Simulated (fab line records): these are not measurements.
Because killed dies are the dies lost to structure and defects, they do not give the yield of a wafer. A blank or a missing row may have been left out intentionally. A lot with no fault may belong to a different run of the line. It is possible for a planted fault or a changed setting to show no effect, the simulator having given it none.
Chamber matching -- flow n5 finfet -- rie diel-01 running N5_DUMMY_REMOVAL_HM_STRIP_01: 4 sister chambers
The step strips SiNx in CH3F/O2, stops on poly-Si, target depth 4 nm, time 6.8 s. 18 wafers are shown with their chamber, then 9 later ones without.

WAFERS WITH THEIR CHAMBER
wafer,chamber,showerhead plenum p Torr (Torr),throttle valve pct (%),drypump motor current A (A)
L075.3,2,2.06,16.33,6.0
L075.4,3,2.11,16.46,6.4
L075.6,2,2.06,16.32,6.1
L076.1,1,1.94,16.19,6.1
L076.5,3,2.11,16.47,6.3
L076.6,0,1.86,16.35,6.1
L078.1,2,2.06,16.33,6.0
L078.2,0,1.85,16.38,6.1
L078.4,3,2.10,16.48,6.3
L081.2,0,1.85,16.38,6.0
L081.5,1,1.94,16.21,6.1
L081.6,2,2.06,16.33,6.1
L093.1,3,2.10,16.54,6.3
L093.3,0,1.84,16.40,6.1
L093.4,1,1.93,16.25,6.1
L094.1,1,1.93,16.27,6.1
L094.4,0,1.84,16.42,6.1
L094.6,0,1.84,16.42,6.1

SIGNATURES (averages over the wafers above)
reading,chamber 0,chamber 1,chamber 2,chamber 3,scatter within a chamber
showerhead plenum p Torr,1.8467,1.9350,2.0600,2.1050,0.00617
throttle valve pct,16.3917,16.2300,16.3275,16.4875,0.0288
drypump motor current A,6.083,6.100,6.050,6.325,0.043
Rule: a wafer lies at a distance from a chamber equal to the root of the sum of squares, over the readings, of (its reading less the chamber's mean, divided by the reading's scatter). If the next closest chamber is less than 2 further off than the closest, the wafer can't be placed; otherwise it belongs to the closest. The scatter is the square root of a quotient: the sum, over the shown wafers, of each reading's squared deviation from its chamber's mean, divided by wafers minus chambers.

WAFERS MISSING THEIR CHAMBER
wafer,showerhead plenum p Torr (Torr),throttle valve pct (%),drypump motor current A (A)
L095.1,1.93,16.25,6.1
L095.4,2.09,16.54,6.4
L095.6,1.93,16.26,6.1
L096.3,1.93,16.27,6.1
L096.4,2.09,16.54,6.3
L096.5,1.93,16.26,6.1
L097.3,2.09,16.56,6.4
L097.4,1.93,16.27,6.1
L097.6,2.05,15.88,6.0

WHICH CHAMBER EACH WENT THROUGH
wafer,from the rows above,in truth
L095.1,1,1
L095.4,3,3
L095.6,1,1
L096.3,1,1
L096.4,3,3
L096.5,1,1
L097.3,3,3
L097.4,1,1
L097.6,2,2
Correctly placed: 9 of 9. Left unplaced by these rows: 0. Number placed wrongly: 0.
